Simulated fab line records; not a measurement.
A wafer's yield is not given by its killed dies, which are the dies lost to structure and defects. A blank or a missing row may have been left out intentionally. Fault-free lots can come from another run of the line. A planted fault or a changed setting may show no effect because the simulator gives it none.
fab line records ; flow n5Finfet
record lots=6; wafers=18; lastDay=17
route steps=1938 shown BEOL_M0@721 BEOL_M4@1111
lots with no fault: from the same line, run without faults
startH: hours from the record's opening day to when the first of the lot's shown wafers began ; waitH: time in hours since the lot's previous step ; " as in the row above ; L1.1+2: a single row standing in for several wafers ; - either no value or no given start ; * or withheld: withheld ; < > ~ a bound
route shown NAME@n: NAME is a module with steps in the file, n the number in the route of the first one ; usual: mean and standard deviation over wafers with no fault ; same: alike in all rows ; chamber/n: place in a boat ; sites: each site's reading ; _std_site: standard deviation of those values ; _edge_site: the outer-site mean with the inner-site mean subtracted ; radiusMm: for every site, how far away it sits from the centre of the wafer ; mask NAME#n: copy n ; behind: the last tool/chamber to shape the wafer ; hold: cause of the lot's hold/its duration in hours/its outcome ; device: whichever transistor did not switch (one of n, p or np) ; end of line: the route-end tests of the same wafers ; where a step has no rows: the recipe by itself ; killed: not the wafer's yield, but the dies lost to structure and defects at the first sort ; map: dies across one wafer; x = killed, . = not, _ = none there
set.NAME: the setting as run; set.NAME@STEP: as run at that earlier step ; model.NAME: the simulator's own value behind a step, which no gauge read
lots at some steps of the route; a table a step, a row a wafer
services: the hour from which a tool's chamber was out of use, counted from the record's first day as startH (under 0 if before that day), plus the number of hours and why
## steps
# step N5_BEOL_M0_TRENCH_ETCH_107
# recipe chemistry=C4F6/O2; targetDepthA=328; target=SiOC; timeS=16.4; ionEnergyEv=250; pressureMtorr=30; sourceW=355; biasW=185; Ar_flow_sccm=300; C4F6_flow_sccm=10; O2_flow_sccm=10
# usual C4F6_flow_sccm=10.00/0.034; drypumpMotorCurrentA=5.7/0.44; oes_ar_750_au=0.84/0.062; oesProductAu=0.85/0.065; rfVppV=667/15; showerheadPlenumPTorr=2.90/0.084; throttleValvePct=20.72/0.28
lot.wafer;tool;chamber;startH;waitH;C4F6_flow_sccm;drypumpMotorCurrentA;oes_ar_750_au;oesProductAu;rfHoursCounterH;rfVppV;showerheadPlenumPTorr;throttleValvePct
L954.3;rieDiel-02;1;143.12;0.0;9.97;5.7;0.70;0.69;244;679;2.92;20.84
L954.4;rieDiel-02;2;143.12;0.0;9.96;5.6;0.69;0.69;234;671;2.81;20.96
L954.6;rieDiel-02;2;143.12;0.0;9.95;5.6;0.69;0.69;-;670;2.81;20.94
L955.2;rieDiel-03;0;144.82;0.0;10.00;6.2;0.82;0.83;85;658;2.89;21.23
L955.3;rieDiel-03;2;144.82;0.0;10.06;5.5;0.93;0.91;24;648;3.00;20.94
L955.4;rieDiel-03;1;144.82;0.0;10.00;5.7;0.95;0.95;7;646;3.00;20.53
L960.1;rieDiel-02;2;175.33;0.0;9.95;5.6;0.69;0.68;245;669;2.80;20.99
L960.3;rieDiel-02;0;175.33;0.0;10.00;6.4;0.93;0.93;23;660;2.81;21.13
L960.6;rieDiel-02;0;175.33;0.0;9.98;6.4;0.93;0.94;-;661;2.81;21.16
L961.2;rieDiel-03;0;181.84;0.0;9.97;6.1;0.82;0.81;97;658;2.88;21.27
L961.4;rieDiel-03;3;181.84;0.0;10.03;5.6;0.83;0.85;55;698;2.89;20.65
L961.5;rieDiel-03;1;181.84;0.0;9.91;5.7;0.92;0.92;-;647;2.99;20.54
L970.1;rieDiel-03;1;234.49;0.0;10.01;5.6;0.89;0.88;33;646;2.99;20.55
L970.4;rieDiel-03;0;234.49;0.0;9.99;6.1;0.79;0.80;116;657;2.87;21.29
L970.6;rieDiel-03;0;234.49;0.0;10.00;6.2;0.80;0.79;-;657;2.87;21.30
L971.1;rieDiel-03;2;244.32;0.0;9.97;5.5;0.87;0.85;58;648;2.99;20.98
L971.2;rieDiel-03;1;244.32;0.0;9.94;5.7;0.88;0.88;37;647;2.98;20.57
L971.5;rieDiel-03;3;244.32;0.0;10.03;5.6;0.80;0.83;-;698;2.88;20.70
# step N5_BEOL_M0_STRIP_142
# recipe chemistry=N2/H2; timeS=10; powerW=450; tempC=40; pressureMtorr=20; rfFrequencyHz=6e+07; biasPowerW=7; n2FlowSccm=200; h2FlowSccm=200
# usual drypumpMotorCurrentA=5.7/0.43; oesProductAu=0.85/0.068; rfVppV=59.3/0.89; showerheadPlenumPTorr=2.59/0.091; throttleValvePct=23.6/0.36
lot.wafer;tool;chamber;startH;waitH;drypumpMotorCurrentA;oesProductAu;rfHoursCounterH;rfVppV;showerheadPlenumPTorr;throttleValvePct
L954.3;rieDiel-02;1;143.15;0.0;5.7;0.69;244;60.7;2.60;23.5
L954.4;rieDiel-02;2;143.15;0.0;5.6;0.68;234;58.8;2.49;23.8
L954.6;rieDiel-02;2;143.15;0.0;5.6;0.68;-;59.0;2.49;23.8
L955.2;rieDiel-03;0;144.84;0.0;6.1;0.84;85;59.2;2.56;24.2
L955.3;rieDiel-03;2;144.84;0.0;5.5;0.92;25;59.4;2.72;24.1
L955.4;rieDiel-03;1;144.84;0.0;5.7;0.95;7;60.1;2.69;23.0
L960.1;rieDiel-02;2;175.35;0.0;5.6;0.67;245;60.0;2.49;23.8
L960.3;rieDiel-02;0;175.35;0.0;6.4;0.94;23;60.2;2.49;24.1
L960.6;rieDiel-02;0;175.35;0.0;6.5;0.95;-;58.0;2.49;24.1
L961.2;rieDiel-03;0;181.86;0.0;6.1;0.83;97;58.8;2.56;24.2
L961.4;rieDiel-03;3;181.86;0.0;5.6;0.84;55;59.7;2.59;23.8
L961.5;rieDiel-03;1;181.86;0.0;5.7;0.91;-;59.4;2.69;23.1
L970.1;rieDiel-03;1;234.51;0.0;5.6;0.90;33;58.8;2.68;23.1
L970.4;rieDiel-03;0;234.51;0.0;6.1;0.81;116;59.3;2.55;24.2
L970.6;rieDiel-03;0;234.51;0.0;6.2;0.82;-;57.5;2.55;24.2
L971.1;rieDiel-03;2;244.34;0.0;5.5;0.87;58;59.6;2.70;24.2
L971.2;rieDiel-03;1;244.34;0.0;5.6;0.88;37;58.9;2.68;23.1
L971.5;rieDiel-03;3;244.34;0.0;5.6;0.82;-;59.8;2.58;23.8
# step N5_BEOL_M0_OCD_MEAS_108
# usual trenchDepthNm=33.2/0.68
lot.wafer;tool;chamber;startH;waitH;trenchDepthNm
L954.3;ocd-01;-;143.23;0.1;32.7
L954.4;ocd-01;-;143.23;0.1;32.3
L954.6;ocd-01;-;143.23;0.1;32.8
L955.2;ocd-02;-;144.92;0.1;31.9
L955.3;ocd-02;-;144.92;0.1;33.1
L955.4;ocd-02;-;144.92;0.1;33.4
L960.1;ocd-02;-;175.44;0.1;32.2
L960.3;ocd-02;-;175.44;0.1;32.7
L960.6;ocd-02;-;175.44;0.1;33.5
L961.2;ocd-01;-;181.94;0.1;33.1
L961.4;ocd-01;-;181.94;0.1;34.0
L961.5;ocd-01;-;181.94;0.1;33.9
L970.1;ocd-02;-;234.59;0.1;33.1
L970.4;ocd-02;-;234.59;0.1;32.8
L970.6;ocd-02;-;234.59;0.1;32.2
L971.1;ocd-01;-;244.42;0.1;32.5
L971.2;ocd-01;-;244.42;0.1;33.7
L971.5;ocd-01;-;244.42;0.1;33.1
# step N5_BEOL_M0_HM_STRIP_129
# recipe chemistry=peroxideTinStrip; material=TiN; targetDepthA=170; tempC=50; timeS=108
# step N5_BEOL_M0_SRD_130
# recipe timeS=30; tempC=23; rinseLiquid=diw; dry=ipaMarangoni
# step N5_BEOL_M0_ETCH_109
# recipe chemistry=CH3F/O2; targetDepthA=80; overetchA=24; target=SiCN; timeS=27.4; ionEnergyEv=120; pressureMtorr=30; sourceW=395; biasW=75; Ar_flow_sccm=150; CH3F_flow_sccm=30; O2_flow_sccm=20
# usual drypumpMotorCurrentA=5.7/0.45; oesProductAu=0.70/0.07; rfVppV=298.1/1.4; showerheadPlenumPTorr=2.03/0.056; throttleValvePct=16.24/0.25
lot.wafer;tool;chamber;startH;waitH;drypumpMotorCurrentA;oesProductAu;rfHoursCounterH;rfVppV;showerheadPlenumPTorr;throttleValvePct
L954.3;rieDiel-03;2;143.34;0.0;5.5;0.78;24;300.5;2.12;16.37
L954.4;rieDiel-03;0;143.34;0.0;6.1;0.71;85;297.4;2.03;16.61
L954.6;rieDiel-03;1;143.34;0.0;5.6;0.81;-;300.3;2.12;16.03
L955.2;rieDiel-02;3;145.19;0.2;4.8;0.71;72;298.7;2.04;15.97
L955.3;rieDiel-02;0;145.19;0.2;6.4;0.81;12;297.6;1.97;16.45
L955.4;rieDiel-02;1;145.19;0.2;5.7;0.59;245;298.1;2.05;16.33
L960.1;rieDiel-02;3;175.55;0.0;5.0;0.68;83;297.7;2.03;16.00
L960.3;rieDiel-02;0;175.55;0.0;6.4;0.79;23;296.5;1.97;16.45
L960.6;rieDiel-02;3;175.55;0.0;4.9;0.70;-;297.4;2.03;16.01
L961.2;rieDiel-06;2;182.26;0.2;5.1;0.75;35;299.2;2.04;15.88
L961.4;rieDiel-06;0;182.26;0.2;6.1;0.73;55;299.4;2.11;15.85
L961.5;rieDiel-06;1;182.26;0.2;6.1;0.67;-;295.4;1.93;16.27
L970.1;rieDiel-03;1;234.71;0.0;5.7;0.74;33;301.0;2.11;16.10
L970.4;rieDiel-03;0;234.71;0.0;6.1;0.69;116;296.7;2.02;16.67
L970.6;rieDiel-03;1;234.71;0.0;5.7;0.75;-;300.4;2.11;16.07
L971.1;rieDiel-02;0;244.65;0.1;6.4;0.73;54;295.9;1.96;16.52
L971.2;rieDiel-02;3;244.65;0.1;4.9;0.66;114;298.7;2.02;16.06
L971.5;rieDiel-02;3;244.65;0.1;4.9;0.67;-;298.8;2.02;16.06
# step N5_BEOL_M0_STRIP_139
# recipe chemistry=postEtchResidueRemover; timeS=60; tempC=25; removerPh=withheld; removerWaterWtPct=withheld; removerFluorideWtPct=withheld
# step N5_BEOL_M0_SRD_111
# recipe timeS=30; tempC=23; rinseLiquid=diw; dry=ipaMarangoni
# step N5_BEOL_M0_DEGAS_112
# recipe ambient=vacuum; tempC=250; timeS=60
# step N5_BEOL_M0_PRE_CLEAN_113
# recipe gas=H2/He; timeS=30; tempC=250
# step N5_BEOL_M0_ALD_136
# recipe material=TaN; targetThkA=*; tempC=275; aldPrecursorFamily=PDMAT; aldCoReactant=NH3; pressureTorr=3; carrierFlowSccm=1500; pulseTimeS=2; purgeTimeS=3; coReactantPurgeTimeS=2; coReactantPulseTimeS=3; aldCycles=30; precursorVesselTempC=75; precursorVesselPressureTorr=26.25; precursorVesselCarrierSccm=1000
# usual heaterPowerW=406/42
lot.wafer;tool;chamber;startH;waitH;heaterPowerW
L954.3;aldMetal-04;3;143.87;0.0;463
L954.4;aldMetal-04;2;143.87;0.0;358
L954.6;aldMetal-04;2;143.87;0.0;359
L955.2;aldMetal-02;2;145.46;0.0;393
L955.3;aldMetal-02;1;145.46;0.0;385
L955.4;aldMetal-02;3;145.46;0.0;380
L960.1;aldMetal-03;2;175.83;0.0;414
L960.3;aldMetal-03;0;175.83;0.0;403
L960.6;aldMetal-03;3;175.83;0.0;401
L961.2;aldMetal-02;3;182.98;0.0;362
L961.4;aldMetal-02;2;182.98;0.0;406
L961.5;aldMetal-02;3;182.98;0.0;367
L970.1;aldMetal-04;1;235.37;0.0;374
L970.4;aldMetal-04;3;235.37;0.0;455
L970.6;aldMetal-04;0;235.37;0.0;503
L971.1;aldMetal-02;3;245.61;0.1;370
L971.2;aldMetal-02;2;245.61;0.1;402
L971.5;aldMetal-02;3;245.61;0.1;372
# step N5_BEOL_M0_SURFACE_TREAT_137
# recipe gas=Ar; timeS=*; ionEnergyEv=*; ionCurrentMaCm2=0.5; pressureMtorr=*; arFlowSccm=30
# step N5_BEOL_M0_CVD_115
# recipe material=Co; targetThkA=*; tempC=withheld; precursor=CCTBA/H2; pressureTorr=30; timeS=120
# usual runLengthS=142.7/0.64
lot.wafer;tool;chamber;startH;waitH;runLengthS
L954.3;cvdCo-02;2;144.33;0.2;142.7
L954.4;cvdCo-02;1;144.33;0.2;142.7
L954.6;cvdCo-02;0;144.33;0.2;143.3
L955.2;cvdCo-01;1;145.75;0.0;143.4
L955.3;cvdCo-01;0;145.75;0.0;141.8
L955.4;cvdCo-01;2;145.75;0.0;143.1
L960.1;cvdCo-01;0;176.12;0.0;109.6
L960.3;cvdCo-01;2;176.12;0.0;142.5
L960.6;cvdCo-01;1;176.12;0.0;143.2
L961.2;cvdCo-01;2;183.33;0.1;142.6
L961.4;cvdCo-01;0;183.33;0.1;109.5
L961.5;cvdCo-01;2;183.33;0.1;142.9
L970.1;cvdCo-02;1;235.96;0.3;142.5
L970.4;cvdCo-02;2;235.96;0.3;142.5
L970.6;cvdCo-02;0;235.96;0.3;142.7
L971.1;cvdCo-02;2;246.00;0.1;142.3
L971.2;cvdCo-02;0;246.00;0.1;142.9
L971.5;cvdCo-02;0;246.00;0.1;143.0
# step N5_BEOL_M0_SPUTTER_116
# recipe material=Cu; targetThkA=40; tempC=-20; chamberPressurePa=0.07; powerW=withheld; timeS=7.37
# usual chuckGasFlowSccm=1.26/0.059; throttleValvePct=30.2/0.91
lot.wafer;tool;chamber;startH;waitH;chuckGasFlowSccm;throttleValvePct
L954.3;pvdSputter-03;-;144.44;0.1;1.28;29.3
L954.4;pvdSputter-03;-;144.44;0.1;1.31;30.3
L954.6;pvdSputter-03;-;144.44;0.1;1.17;30.3
L955.2;pvdSputter-01;-;145.91;0.1;1.29;31.0
L955.3;pvdSputter-01;-;145.91;0.1;1.38;31.9
L955.4;pvdSputter-01;-;145.91;0.1;1.21;30.6
L960.1;pvdSputter-01;-;176.23;0.1;1.18;31.1
L960.3;pvdSputter-01;-;176.23;0.1;1.24;30.5
L960.6;pvdSputter-01;-;176.23;0.1;1.27;32.0
L961.2;pvdSputter-02;-;185.28;1.9;1.29;29.6
L961.4;pvdSputter-02;-;185.28;1.9;1.33;29.0
L961.5;pvdSputter-02;-;185.28;1.9;1.26;30.2
L970.1;pvdSputter-01;-;237.55;1.5;1.30;30.8
L970.4;pvdSputter-01;-;237.55;1.5;1.25;30.6
L970.6;pvdSputter-01;-;237.55;1.5;1.25;30.5
L971.1;pvdSputter-02;-;246.17;0.1;1.26;29.8
L971.2;pvdSputter-02;-;246.17;0.1;1.27;29.3
L971.5;pvdSputter-02;-;246.17;0.1;1.21;29.5
# step N5_BEOL_M4_RC_MEAS_101
# usual DIBL_N=36.3/1.6; DIBL_P=36.2/2; IOFF_N=0.160/0.028; IOFF_P=0.21/0.036; ION_N=677/11; ION_P=465/6.9; SS_N=71.5/0.55; SS_P=73.3/0.64; VT_N=250/3; VT_P=-250/3.5
lot.wafer;tool;chamber;startH;waitH;DIBL_N[mV/V];DIBL_P[mV/V];IOFF_N[nA/um];IOFF_P[nA/um];ION_N[uA/um];ION_P[uA/um];SS_N[mV/dec];SS_P[mV/dec];VT_N[mV];VT_P[mV]
L954.3;prober-01;0;200.47;0.3;34.3;35.0;0.133;0.18;672;462;70.8;72.0;251;-255
L954.4;prober-01;0;200.47;0.3;36.3;37.6;0.171;0.21;676;466;71.5;73.9;249;-252
L954.6;prober-01;0;200.47;0.3;34.3;34.3;0.136;0.18;688;469;70.8;73.1;249;-252
L955.2;prober-02;0;202.88;0.2;39.6;38.5;0.186;0.26;680;468;71.5;73.9;247;-247
L955.3;prober-02;0;202.88;0.2;40.0;39.4;0.186;0.27;678;469;72.4;74.2;247;-246
L955.4;prober-02;0;202.88;0.2;40.5;39.6;0.221;0.27;694;471;71.8;73.8;245;-244
L961.2;prober-01;0;235.28;0.2;37.1;37.6;0.179;0.24;692;471;72.2;74.4;246;-248
L961.4;prober-01;0;235.28;0.2;37.8;39.0;0.207;0.24;686;466;71.9;74.5;246;-249
L961.5;prober-01;0;235.28;0.2;37.2;38.7;0.189;0.24;689;470;71.4;74.8;248;-251
L960.1;prober-01;0;238.41;0.0;37.8;40.2;0.183;0.24;669;455;72.0;74.2;250;-250
L960.3;prober-01;0;238.41;0.0;36.9;38.4;0.185;0.20;682;457;72.1;73.4;248;-250
L960.6;prober-01;0;238.41;0.0;35.4;36.7;0.150;0.19;673;458;71.8;73.1;249;-254
L970.1;prober-01;0;300.08;0.0;34.1;33.0;0.138;0.19;678;467;70.6;73.1;250;-252
L970.4;prober-01;0;300.08;0.0;34.9;32.7;0.140;0.18;689;464;71.3;73.0;252;-251
L970.6;prober-01;0;300.08;0.0;36.4;35.2;0.176;0.21;700;466;71.7;73.6;249;-250
L971.1;prober-02;0;300.11;0.0;33.7;34.0;0.133;0.18;688;476;71.1;72.9;251;-252
L971.2;prober-02;0;300.11;0.0;36.8;37.3;0.173;0.23;677;471;71.3;73.4;249;-247
L971.5;prober-02;0;300.11;0.0;34.8;35.1;0.150;0.20;670;464;71.4;73.5;250;-247
## services
tool;chamber;startH;hours;kind
cvdCo-01;0;163.50;9.1;repair
pvdSputter-03;-;169.46;17.4;repair
aldMetal-02;3;170.39;7.1;repair
aldMetal-04;1;170.44;13.7;repair
rieDiel-02;2;177.14;9.3;repair
rieDiel-02;1;178.63;14.1;repair
aldMetal-04;-;186.83;8.7;pm
rieDiel-03;1;186.86;6.5;repair
rieDiel-02;1;193.11;-;clean
rieDiel-02;1;193.11;-;consumableReplace:focusRing
rieDiel-02;1;193.11;25.0;scheduledDown
rieDiel-02;1;193.11;25.0;ventCycle
rieDiel-03;1;202.38;5.7;repair
aldMetal-04;3;204.08;28.1;repair
rieDiel-03;-;207.12;0.4;repair
rieDiel-02;2;220.79;6.6;repair
rieDiel-02;3;222.10;1.4;repair
rieDiel-02;2;227.67;-;clean
rieDiel-02;2;227.67;-;consumableReplace:focusRing
rieDiel-02;2;227.67;19.5;scheduledDown
rieDiel-02;2;227.67;19.5;ventCycle
## key
firstSign step=N5_BEOL_M0_CVD_115; reading=runLengthS; direction=down; sigmas=52; usual=*; struck=*
effect none on later readings
metAt N5_BEOL_M0_CVD_115
struckWafers L960.1,L961.4
sortLeftOut L960.1,L961.4
onsetBetween 145.75 176.12
fault kind=processParameterDrift; tool=cvdCo-01; chamber=-; onsetH=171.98; steps=N5_BEOL_M0_CVD_115; channel=timeS; offset=*; shape=step; endH=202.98; scope=struckWafersOnly; actsIn=*; stated=*
# sortLeftOut: the simulated sort isn't trusted on such a fault, so these wafers' sort isn't shown, and their yield isn't known
